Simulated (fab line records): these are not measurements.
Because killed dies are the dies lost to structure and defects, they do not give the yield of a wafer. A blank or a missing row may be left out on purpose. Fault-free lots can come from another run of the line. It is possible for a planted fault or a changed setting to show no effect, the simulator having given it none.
Which tool is to blame? | flow n5-finfet | 42 wafers from 14 lots sampled at 4 of the route's 1938 steps

== WHAT EACH GAUGE READ, for each wafer ==
N5_BEOL_M4_OVL_MEAS_12.
lot  | measured     | on         | M4_OVL (nm)
L785 | day 7 22:23  | overlay-02 | -0.2 -0.2 0.2
L784 | day 7 22:40  | overlay-01 | -0.8 -1.2 0.0
L787 | day 8 10:25  | overlay-01 | 0.9 0.5 0.2
L789 | day 8 21:32  | overlay-01 | -0.2 1.4 1.0
L790 | day 9 01:36  | overlay-02 | -0.9 -1.6 0.3
L791 | day 9 01:50  | overlay-02 | 0.4 -0.4 0.3
L792 | day 9 13:08  | overlay-01 | -0.4 -0.5 -0.4
L799 | day 11 08:35 | overlay-02 | 0.4 0.7 0.2
L800 | day 11 08:55 | overlay-01 | - - -
L801 | day 11 15:17 | overlay-02 | - - -
L803 | day 12 15:19 | overlay-02 | 0.3 0.9 0.5
L804 | day 13 00:30 | overlay-01 | -0.2 -0.3 1.1
L806 | day 13 01:58 | overlay-01 | -1.0 -0.6 -1.2
L805 | day 13 08:42 | overlay-01 | 0.8 0.0 -0.2

== TOOL THAT RAN EACH LOT (tool first, then ch and the chambers of the sampled wafers, then the start) ==
lot  | N5_BEOL_M4_ILD_DEP_00           | N5_BEOL_M4_HM_DEP_02         | N5_BEOL_M4_DEVELOP_10
L785 | pecvd-04 ch 0,2, day 7 20:39    | pvd-sputter-02, day 7 21:58  | litho-track-02 ch 0, day 7 22:18
L784 | pecvd-02 ch 0,2, day 7 20:55    | pvd-sputter-01, day 7 22:07  | litho-track-02 ch 0, day 7 22:34
L787 | pecvd-02 ch 0,1, day 8 09:36    | pvd-sputter-03, day 8 09:59  | litho-track-04 ch 0, day 8 10:20
L789 | pecvd-04 ch 0,1, day 8 20:50    | pvd-sputter-02, day 8 20:59  | litho-track-04 ch 0, day 8 21:27
L790 | pecvd-03 ch 0,2, day 9 00:16    | pvd-sputter-01, day 9 01:10  | litho-track-05 ch 0, day 9 01:31
L791 | pecvd-04 ch 0,2, day 9 00:45    | pvd-sputter-01, day 9 01:16  | litho-track-04 ch 0, day 9 01:45
L792 | pecvd-02 ch 0,1,2, day 9 11:59  | pvd-sputter-03, day 9 12:35  | litho-track-04 ch 0, day 9 13:02
L799 | pecvd-03 ch 0,1,2, day 11 07:40 | pvd-sputter-01, day 11 08:01 | litho-track-02 ch 0, day 11 08:29
L800 | pecvd-03 ch 1,2, day 11 08:13   | pvd-sputter-03, day 11 08:29 | litho-track-04, day 11 08:50
L801 | pecvd-04 ch 0,1,2, day 11 14:02 | pvd-sputter-02, day 11 14:51 | litho-track-05, day 11 15:11
L803 | pecvd-03 ch 0,1, day 12 13:56   | pvd-sputter-02, day 12 14:52 | litho-track-04 ch 0, day 12 15:13
L804 | pecvd-04 ch 0,2, day 12 21:14   | pvd-sputter-03, day 13 00:04 | litho-track-04 ch 0, day 13 00:25
L806 | pecvd-04 ch 0,1, day 13 01:10   | pvd-sputter-03, day 13 01:32 | litho-track-04 ch 0, day 13 01:52
L805 | pecvd-04 ch 0,1, day 13 05:44   | pvd-sputter-02, day 13 08:16 | litho-track-02 ch 0, day 13 08:37
- N5_BEOL_M4_ILD_DEP_00: deposits SiOC from DEMS/O2, target thk 79 nm, time 15.3 s.
- N5_BEOL_M4_HM_DEP_02: deposits TiN, target thk 20 nm.
- N5_BEOL_M4_DEVELOP_10: develop time 30 s.

== WHAT THE TOOLS THEMSELVES READ (means of the sampled wafers that have a number; where no wafer has one, the mark that the record gives instead) ==
N5_BEOL_M4_ILD_DEP_00.
lot  | tool     | heater-power-w (W) | showerhead-plenum-p-Torr (Torr) | throttle-valve-pct (%)
L785 | pecvd-04 | 431                | 5.685                           | 12.0
L784 | pecvd-02 | 527                | 5.686                           | 12.7
L787 | pecvd-02 | 503                | 5.685                           | 12.7
L789 | pecvd-04 | 463                | 5.697                           | 13.1
L790 | pecvd-03 | 453                | 5.704                           | 11.8
L791 | pecvd-04 | 439                | 5.693                           | 12.2
L792 | pecvd-02 | 523                | 5.689                           | 12.3
L799 | pecvd-03 | 428                | 5.694                           | 11.9
L800 | pecvd-03 | 413                | 5.699                           | 11.8
L801 | pecvd-04 | 460                | 5.682                           | 12.4
L803 | pecvd-03 | 486                | 5.704                           | 12.2
L804 | pecvd-04 | 410                | 5.678                           | 11.8
L806 | pecvd-04 | 429                | 5.691                           | 13.0
L805 | pecvd-04 | 464                | 5.688                           | 12.8

N5_BEOL_M4_HM_DEP_02.
lot  | tool           | substrate-temp-c (C) | throttle-valve-pct (%)
L785 | pvd-sputter-02 | 24.92                | 29.1
L784 | pvd-sputter-01 | 25.01                | 29.5
L787 | pvd-sputter-03 | 24.97                | 30.0
L789 | pvd-sputter-02 | 25.05                | 29.8
L790 | pvd-sputter-01 | 24.96                | 29.2
L791 | pvd-sputter-01 | 25.04                | 29.8
L792 | pvd-sputter-03 | 25.08                | 28.6
L799 | pvd-sputter-01 | 25.04                | 29.2
L800 | pvd-sputter-03 | 24.97                | 29.9
L801 | pvd-sputter-02 | 25.11                | 29.9
L803 | pvd-sputter-02 | 25.04                | 29.3
L804 | pvd-sputter-03 | 25.05                | 30.0
L806 | pvd-sputter-03 | 25.07                | 29.3
L805 | pvd-sputter-02 | 24.99                | 29.4

N5_BEOL_M4_DEVELOP_10.
lot  | tool           | chill-plate-temp-C (C) | developer-temp-C (C)
L785 | litho-track-02 | 22.93                  | 23.11
L784 | litho-track-02 | 23.05                  | 22.92
L787 | litho-track-04 | 22.86                  | 23.12
L789 | litho-track-04 | 22.99                  | 22.97
L790 | litho-track-05 | 22.91                  | 22.96
L791 | litho-track-04 | 23.13                  | 22.87
L792 | litho-track-04 | 23.06                  | 22.97
L799 | litho-track-02 | 22.97                  | 22.93
L800 | litho-track-04 | -                      | -
L801 | litho-track-05 | -                      | -
L803 | litho-track-04 | 23.06                  | 23.00
L804 | litho-track-04 | 23.04                  | 23.11
L806 | litho-track-04 | 23.16                  | 23.01
L805 | litho-track-02 | 22.87                  | 23.01

== THE ANSWER, worked out from the rows above alone ==
Rule: the lots themselves supply what counts as usual. The widest of any qualifying gaps counts: lots, ordered by their means at a reading, are off when they make up no more than a third of the lots, leave a main group of 4 or more, and stand apart from it by 3 or more times the standard deviation of that group's means. A main group is skipped when, at the precision printed for the reading in the tables above, its means are all equal. A lot without any number at a reading at which 4 lots or more have one is off too. The other lots that the step has rows for count as sound. Order of review: gauges by route order, followed by the tools' own readings, for which a lot's mean as printed above is used. The first step at which some lot is off is used, and at that step the reading that is off furthest; a lot without a number counts as furthest.
Off: L800, L801, at N5_BEOL_M4_OVL_MEAS_12 (M4_OVL). Without a number there: L800, L801. For the main group the mean is -0.0 nm and the standard deviation 0.54.
If a tool, at a process step before that reading, ran all the lots that are off and no sound lot after the first of them, it fits. Not tried: the gauges at N5_BEOL_M4_OVL_MEAS_12; whatever is off there is also off at N5_BEOL_M4_DEVELOP_10, on other tools, and gauge error can't account for it. No candidate that was tried fits.

== WHAT THE SIMULATOR PUT IN ==
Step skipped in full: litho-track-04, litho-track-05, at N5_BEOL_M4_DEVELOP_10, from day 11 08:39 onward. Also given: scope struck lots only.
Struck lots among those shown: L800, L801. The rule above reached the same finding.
